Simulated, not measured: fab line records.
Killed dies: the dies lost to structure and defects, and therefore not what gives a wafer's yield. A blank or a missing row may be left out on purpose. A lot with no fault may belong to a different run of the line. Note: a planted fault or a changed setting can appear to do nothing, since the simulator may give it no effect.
Split-lot trial -- flow n5-finfet -- route with 1938 steps; 7 lots, 21 wafers read

ON THE SPLIT
At N5_HKMG_FIN_EXPOSE_46 (exposes mask NDIPOLE), the setting dose-mj was moved away from the recipe's 40 on 5 of the 21 wafers read, by -7.1% to +2.1%. The other wafers ran this setting at the recipe's value.

FROM THE SPLIT TO THE READING: what the file shows between them, 2 steps
- N5_HKMG_FIN_PEB_47: peb time 60 s
- N5_HKMG_FIN_DEVELOP_48: develop time 30 s

THE READING
cd-nm (nm) at N5_HKMG_FIN_CD_MEAS_49, where the cd target is 202 nm. Typical for fault-free wafers on this fab line: 202.1 nm, with standard deviation 0.66 nm.

wafer,"tool, chamber at the split",dose-mj as run,against the recipe,"cd-nm, nm",against lot-mates on the recipe
L074.1,"arfi-scanner-03, 0",40,recipe,202.4,-
L074.5,"arfi-scanner-03, 0",40,recipe,202.5,-
L074.6,"arfi-scanner-03, 0",40,recipe,201.3,-
L075.2,"arfi-scanner-03, 0",37.57,-6.1%,198.7,-3.9
L075.5,"arfi-scanner-03, 0",37.57,-6.1%,199.1,-3.5
L075.6,"arfi-scanner-03, 0",40,recipe,202.6,-
L076.3,"arfi-scanner-03, 0",40,recipe,201.4,-
L076.4,"arfi-scanner-03, 0",40,recipe,201.7,-
L076.5,"arfi-scanner-03, 0",38.78,-3.0%,200.8,-0.8
L083.1,"arfi-scanner-02, 0",40,recipe,202.6,-
L083.4,"arfi-scanner-02, 0",40.85,+2.1%,203.8,+0.9
L083.5,"arfi-scanner-02, 0",40,recipe,203.2,-
L091.3,"arfi-scanner-01, 0",37.16,-7.1%,198.0,-3.8
L091.4,"arfi-scanner-01, 0",40,recipe,201.7,-
L091.5,"arfi-scanner-01, 0",40,recipe,201.9,-
L093.2,"arfi-scanner-02, 0",40,recipe,201.7,-
L093.3,"arfi-scanner-02, 0",40,recipe,201.8,-
L093.4,"arfi-scanner-02, 0",40,recipe,201.3,-
L094.1,"arfi-scanner-02, 0",40,recipe,202.1,-
L094.2,"arfi-scanner-02, 0",40,recipe,202.6,-
L094.3,"arfi-scanner-02, 0",40,recipe,202.2,-

FIT RESULTS
A straight line over all 21 wafers: cd-nm changes by +0.55 nm for each +1% of dose-mj; r = +0.93; the points scatter about the line by 0.52 nm.
The same after taking each lot's own level away (the mean of its wafers on the recipe; 21 wafers): +0.552 nm for each +1%; r = +0.96; scatter 0.38 nm.
The reading moves by 3.9 nm for the largest change in dose-mj, on that fit.
Across the lots, their own levels run from 201.55 to 202.90 nm, a range of 2.0 times the standard deviation given above.
Consequently the slope shifts little with the lot-to-lot level, the two slopes agreeing.
Check: with one of the wafers moved furthest among these (-7.1%) left out of the fit, the line predicts -3.98 nm for it against its lot-mates. Against them it came out at -3.8 nm.

THE WHOLE CHAIN: every reading that the file lists as answering this split, in the file's order
step,what it does,reading,change (the file's fit),r (the file's)
N5_HKMG_FIN_CD_MEAS_49,target cd 202 nm,cd-nm,+0.533 nm for each +1% of the setting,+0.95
N5_HKMG_FIN_ETCH_54,"etches SiARC in CF4, target depth 45.5 nm, time 75.8 s","HKMG_FIN.cd-offset-nm (the simulator's own value, which no gauge read)",+0.572 nm for each +1% of the setting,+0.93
N5_HKMG_FIN_ETCH_55,"etches SOC in N2/H2, target depth 240 nm, time 300 s","HKMG_FIN.cd-offset-nm (the simulator's own value, which no gauge read)",+0.635 nm for each +1% of the setting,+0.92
N5_HKMG_FIN_ETCH_58,"etches SOC in N2/H2, target depth 215.8 nm, time 741 s","HKMG_FIN.cd-offset-nm (the simulator's own value, which no gauge read)",+0.651 nm for each +1% of the setting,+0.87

THE FILE'S OWN FIT
cd-nm changes by +0.533 nm for each +1% of dose-mj, r = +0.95.
